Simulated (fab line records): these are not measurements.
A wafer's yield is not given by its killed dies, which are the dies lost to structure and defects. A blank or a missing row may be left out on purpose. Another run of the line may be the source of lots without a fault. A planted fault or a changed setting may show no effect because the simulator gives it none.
A lot that was struck, set against a sound lot || flow n5 finfet || 15 out of 1938 route steps
Sound: these wafers, L275.1, L275.3, L275.5. The struck wafers were L296.2, L296.4, L296.5. The cause is named last.
Each step with rows lists, per side, the tool, then ch with its chambers, then its first start. Under that, the readings that differ: sound wafers || struck wafers || difference of the means || sigmas: that difference in standard deviations of wafers without a fault.
alike: words and numbers the same on both sides, and readings whose means are apart by under 2 such deviations; not compared: readings that were withheld, readings missing a value for some wafer, numbers with overlapping values and no deviation given by the record, and bounds like >300 which may hide the same value.
A row with sigmas, a row that says differs or no value, or rows on one side alone: a step with any of these is where the two part. Non-overlapping numbers with no deviation appear without sigmas and do not part them. A reading that every wafer of one side lacks parts them only if that side has two wafers or more.

first, 5 steps without rows for these wafers: N5_MOL_CONTACT_COAG_ETCH_106 (etches SOC in N2/H2, target depth 80 nm, overetch 16 nm, time 120 s); N5_MOL_CONTACT_COAG_STRIP_107 (strips in N2/H2); N5_MOL_CONTACT_COAG_STRIP_108 (strips in N2/H2); N5_MOL_CONTACT_COAG_CONTACT_ETCH_14 (etches SiO2 in C4F6/O2, target depth 27.5 nm, overetch 8.5 nm, time 20 s); N5_MOL_CONTACT_COAG_STRIP_109 (strips in C4F6/O2).
N5_MOL_CONTACT_COAG_ETCH_15: etches SiNx in CH3F/O2, stops on Si:P, target depth 7 nm.
  sound on rie diel-05 ch 0,1,2, day 5 01:32; struck on rie diel-05 ch 0,1,2, day 10 16:00
  alike: drypump motor current A, oes product au, rf vpp V, showerhead plenum p Torr, throttle valve pct
  not compared: rf hours counter h
N5_MOL_CONTACT_COAG_ETCH_110: etches Si in CF4/O2, target depth 2.5 nm, time 8 s.
  sound on rie diel-05 ch 0,1,2, day 5 01:35; struck on rie diel-05 ch 0,1,2, day 10 16:04
  alike: drypump motor current A, oes product au, rf vpp V, showerhead plenum p Torr, throttle valve pct
  not compared: rf hours counter h
N5_MOL_CONTACT_COAG_STRIP_98: strips in N2/H2.
  sound on rie diel-05 ch 0,1,2, day 5 01:38; struck on rie diel-05 ch 0,1,2, day 10 16:06
  alike: bias power w, drypump motor current A, oes product au, rf vpp V, showerhead plenum p Torr, throttle valve pct
  not compared: rf hours counter h
N5_MOL_CONTACT_COAG_CD_MEAS_99: target cd 17.2 nm.
  sound on cd sem-03 at day 5 01:43; struck on cd sem-02 at day 10 16:11
  alike: cd nm
then, 2 steps without rows for these wafers: N5_MOL_CONTACT_COAG_IMPLANT_129; N5_MOL_CONTACT_COAG_PRECLEAN_111 (cleans in NF3:NH3, afs cycles 1, time 20 s, sublimation time 60 s).
N5_MOL_CONTACT_COAG_TI_SIL_19: material Ti, target thk 4.2 nm, time 15 s.
  sound on pvd sputter-01 at day 5 04:16; struck on pvd sputter-03 at day 10 17:26
  alike: cathode dc power W, throttle valve pct
N5_MOL_CONTACT_COAG_ALD_20: deposits TiN, target thk 1.5 nm, pulse time 1 s, purge time 3 s.
  sound on ald metal-04 ch 0,1,3, day 5 04:23; struck on ald metal-04 ch 1,3, day 10 17:34
{"reading": "susceptor temp C (C)", "sound": "400.31 399.81 399.68", "struck": "374.71 374.17 374.70", "difference": -25.41, "sigmas": "-99 or more"}
  alike: chamber pressure Torr, heater power w, precursor pulse height rel
N5_MOL_CONTACT_COAG_SIL_ANNEAL_21: time 60 s.
  sound on rtp anneal-02 ch 0, day 5 04:47; struck on rtp anneal-01 ch 0, day 10 18:02
{"reading": "lamp power pct (%)", "sound": "6.63 6.63 6.63", "struck": "6.88 6.88 6.87", "difference": "+0.25", "sigmas": "+2"}
  alike: wafer_temp_C_max
-- the record jumps here: 10 days lie between the struck wafers' starts before and after (it left off in module MOL_CONTACT_COAG and takes up again in module PASSIVATION, whose first step shown is number 1936 of the route) --
N5_PASSIVATION_PROBE_49:
  sound on prober-01 at day 15 05:40; struck on prober-02 at day 20 08:36
  alike: killed_at_M0_to_M3, killed_at_M4_up, killed at contacts, killed at front end, killed at other, killed dies, killed open, killed short

## WHERE THEY PART
First at N5_MOL_CONTACT_COAG_ALD_20; last, within this record, at N5_MOL_CONTACT_COAG_SIL_ANNEAL_21. Later steps at which nothing parts them and some readings are alike: N5_PASSIVATION_PROBE_49.

WHY: the cause the simulator had injected
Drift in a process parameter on ald metal-04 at N5_MOL_CONTACT_COAG_ALD_20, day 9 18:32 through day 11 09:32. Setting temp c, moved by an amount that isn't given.
